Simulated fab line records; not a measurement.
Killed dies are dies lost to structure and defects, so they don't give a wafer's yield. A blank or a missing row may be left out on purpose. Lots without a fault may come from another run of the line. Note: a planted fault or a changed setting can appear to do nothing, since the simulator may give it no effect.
Chamber matching || flow nandHarc || NHARC_P_GATE_ALD_36 on aldSin-03 has 4 sister chambers
The step deposits SiNx, target thk 20 nm, pulse time 60 s, ald cycles 223. 4 wafers are shown with their chamber, then 10 later ones without.

EACH WAFER AND ITS CHAMBER
{"wafer": "L088.4", "chamber": 0, "heaterPowerW (W)": 826}
{"wafer": "L088.6", "chamber": 3, "heaterPowerW (W)": 894}
{"wafer": "L096.3", "chamber": 1, "heaterPowerW (W)": 785}
{"wafer": "L096.1", "chamber": 2, "heaterPowerW (W)": 880}

WAFERS WITHOUT THEIR CHAMBER
{"wafer": "L096.2", "heaterPowerW (W)": 846}
{"wafer": "L096.6", "heaterPowerW (W)": 791}
{"wafer": "L096.4", "heaterPowerW (W)": 904}
{"wafer": "L096.5", "heaterPowerW (W)": 860}
{"wafer": "L097.1", "heaterPowerW (W)": 795}
{"wafer": "L097.3", "heaterPowerW (W)": 877}
{"wafer": "L097.4", "heaterPowerW (W)": 849}
{"wafer": "L097.2", "heaterPowerW (W)": 868}
{"wafer": "L097.5", "heaterPowerW (W)": 784}
{"wafer": "L097.6", "heaterPowerW (W)": 891}

CHAMBER TAKEN BY EACH
{"wafer": "L096.2", "from the rows above": "can't be placed: 0 or 2", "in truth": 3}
{"wafer": "L096.6", "from the rows above": 1, "in truth": 1}
{"wafer": "L096.4", "from the rows above": "can't be placed: 3 or 2", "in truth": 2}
{"wafer": "L096.5", "from the rows above": "can't be placed: 2 or 0 or 3", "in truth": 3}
{"wafer": "L097.1", "from the rows above": "can't be placed: 1 or 0", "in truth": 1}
{"wafer": "L097.3", "from the rows above": "can't be placed: 2 or 3", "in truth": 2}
{"wafer": "L097.4", "from the rows above": "can't be placed: 0 or 2 or 3", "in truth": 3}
{"wafer": "L097.2", "from the rows above": "can't be placed: 2 or 3", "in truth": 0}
{"wafer": "L097.5", "from the rows above": 1, "in truth": 1}
{"wafer": "L097.6", "from the rows above": "can't be placed: 3 or 2", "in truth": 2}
Placed correctly: 2 of 10. From these rows, 8 cannot be placed; in 6 the true chamber is one of the candidates. Wrongly placed: 0.
How it was worked out, from the rows above alone: a wafer's distance from a chamber is the root of the sum, over the readings, of the square of ((its reading less the chamber's mean) divided by the reading's scatter). If the next closest chamber is less than 2 further off than the closest, the wafer can't be placed; otherwise it belongs to the closest. The mean given for a chamber averages the wafers shown for that chamber. The scatter: root of mean squared gap, hidden wafer to nearest shown wafer, with one shown wafer a chamber.
